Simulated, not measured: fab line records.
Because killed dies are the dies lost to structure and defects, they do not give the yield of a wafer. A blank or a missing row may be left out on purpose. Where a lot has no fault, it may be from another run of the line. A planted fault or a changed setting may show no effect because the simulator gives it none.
Lot-split experiment -- flow n5Finfet -- 7 lots, 21 wafers read, on a route of 1938 steps

ABOUT THE SPLIT
At N5_BEOL_M0_SAQP_PEB_12 (peb time 60 s), the setting pebTimeS was moved away from the recipe's 60 s on 7 of the 21 wafers read, by -20.7% to +22.4%. This setting was run at the recipe's value on the other wafers.

THE PATH FROM SPLIT TO READING: the file shows 1 step between them
- N5_BEOL_M0_SAQP_DEVELOP_13: develop time 30 s

THE READING
cdNm, in nm, at N5_BEOL_M0_SAQP_CD_MEAS_14 (target cd 42.5 nm). Fault-free wafers of this fab line usually give 42.4 nm, standard deviation 0.37 nm.

wafer,"tool, chamber at the split","pebTimeS as run, s",against the recipe,"cdNm, nm",against lot-mates on the recipe
L077.2,"lithoTrack-03, 0",60,recipe,42.5,-
L077.4,"lithoTrack-03, 0",60,recipe,42.3,-
L077.6,"lithoTrack-03, 0",60,recipe,42.4,-
L081.1,"lithoTrack-04, 0",60,recipe,42.2,-
L081.2,"lithoTrack-04, 0",47.6,-20.7%,45.6,+3.6
L081.3,"lithoTrack-04, 0",60,recipe,41.8,-
L087.1,"lithoTrack-03, 0",53.97,-10.1%,44.1,+1.8
L087.3,"lithoTrack-03, 0",53.97,-10.1%,43.9,+1.6
L087.6,"lithoTrack-03, 0",60,recipe,42.3,-
L088.3,"lithoTrack-01, 0",60,recipe,42.3,-
L088.4,"lithoTrack-01, 0",60,recipe,42.5,-
L088.5,"lithoTrack-01, 0",71.59,+19.3%,39.4,-3.0
L089.2,"lithoTrack-04, 0",64.69,+7.8%,41.4,-0.9
L089.3,"lithoTrack-04, 0",60,recipe,42.3,-
L089.4,"lithoTrack-04, 0",64.69,+7.8%,41.2,-1.1
L094.2,"lithoTrack-03, 0",60,recipe,41.8,-
L094.5,"lithoTrack-03, 0",60,recipe,42.3,-
L094.6,"lithoTrack-03, 0",60,recipe,42.8,-
L097.1,"lithoTrack-03, 0",73.45,+22.4%,39.2,-3.3
L097.2,"lithoTrack-03, 0",60,recipe,42.6,-
L097.3,"lithoTrack-03, 0",60,recipe,42.5,-

FIT RESULTS
A straight line over all 21 wafers: cdNm changes by -0.15 nm for each +1% of pebTimeS; r = -0.98; the points scatter about the line by 0.25 nm.
The same after taking each lot's own level away (the mean of its wafers on the recipe; 21 wafers): -0.159 nm for each +1%; r = -0.99; scatter 0.21 nm.
The reading moves by 3.6 nm for the largest change in pebTimeS, on that fit.
Across the lots, their own levels run from 42.00 to 42.55 nm, a range of 1.5 times the standard deviation given above.
The two slopes agree, so the slope changes little with the lot-to-lot level.
Check: with one of the wafers moved furthest among these (+22.4%) left out of the fit, the line predicts -3.57 nm for it against its lot-mates. Against them it came out at -3.35 nm.

FURTHER SPLITS ON THESE WAFERS
These wafers also went through other splits before the reading. Each is held against what the fit with the lots' levels taken away leaves over:
other split on the same wafers,wafers away from the commonest value,r with cdNm (lot level and that fit taken away)
N5_GATE_CUT_HM_DEP_46 timeS,4,+0.09
N5_GATE_CUT_COAT_35 spinRpm,7,-0.20
N5_MOL_CONTACT_COAG_VIA_ETCH_46 biasW,4,-0.26
N5_BEOL_M0_SAQP_PECVD_96 timeS,3,+0.42

THE FILE'S OWN FIT
cdNm changes by -0.159 nm for each +1% of pebTimeS, r = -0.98.
